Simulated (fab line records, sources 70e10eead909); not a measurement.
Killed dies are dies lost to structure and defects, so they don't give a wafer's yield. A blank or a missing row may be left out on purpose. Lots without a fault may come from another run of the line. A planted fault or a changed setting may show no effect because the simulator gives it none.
One fault seen from 2 desks | flow nand_harc | each desk has only its own numbers; what lay behind them comes last

THE METROLOGY DESK
What the gauges read, lot by lot, whatever tool the lot ran on: means of the sampled wafers that have a number. A lot is out of limits, marked OUT, if its mean lies more than 4 standard deviations from the usual mean; the brackets give that distance.
Columns: A = thk_nm at NHARC_A_ONON_D1_THK_MEAS_05, usual 998 nm
lot  | first seen here | A
L742 | day 7 16:54     | 1012
L743 | day 8 08:14     | 1004
L745 | day 8 21:49     | 997
L750 | day 11 03:08    | 1282 (+33) OUT
L751 | day 11 14:40    | 1570 (+67) OUT
L759 | day 14 12:50    | 993
L758 | day 14 12:53    | 997
L760 | day 15 05:08    | 1017
L761 | day 15 14:01    | 1002
L762 | day 15 23:21    | 1003
L763 | day 16 10:07    | 1012
L764 | day 16 21:08    | 993
L765 | day 17 04:23    | 997
This desk's finding: out of limits on L750, L751; first on L750, day 11 03:08 (thk_nm at NHARC_A_ONON_D1_THK_MEAS_05). In limits: L742, L743, L745, L759, L758, L760, L761, L762, L763, L764, L765.

THE TOOL OWNER'S DESK: pecvd_onon-01
The tool's own readings at NHARC_A_ONON_D1_DEP_03 (target thk 1000 nm): means of the sampled wafers that have a number, for each lot that ran on this tool. A lot is out of limits, marked OUT, if its mean lies more than 4 standard deviations from the usual mean; the brackets give that distance.
Columns: A = nh3_flow_sccm at NHARC_A_ONON_D1_DEP_03, usual 499.7 sccm
lot  | first seen here | A
L742 | day 7 16:23     | 498.9
L750 | day 11 02:48    | 499.6
L751 | day 11 14:19    | 499.5
L760 | day 15 04:40    | 499.3
L761 | day 15 13:31    | 500.6
L763 | day 16 09:35    | 499.7
L764 | day 16 20:38    | 501.1
This desk's finding: nothing out of limits on any of the 7 lots.

PUT TOGETHER
The metrology desk could have raised an alarm at day 11 03:08, on L750, L751.
The tool owner's desk saw nothing out of limits.
The tool owner's desk has L750, L751 on record, within its limits.
Of the lots named, all ran NHARC_A_ONON_D1_DEP_03 on pecvd_onon-01.

WHAT THE SIMULATOR HAD PUT IN
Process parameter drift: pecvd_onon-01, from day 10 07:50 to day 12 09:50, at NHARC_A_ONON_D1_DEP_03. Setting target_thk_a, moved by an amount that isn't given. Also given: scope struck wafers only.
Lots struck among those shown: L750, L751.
Hours from the fault's start to each desk's first reading out of limits: the metrology desk, 19.
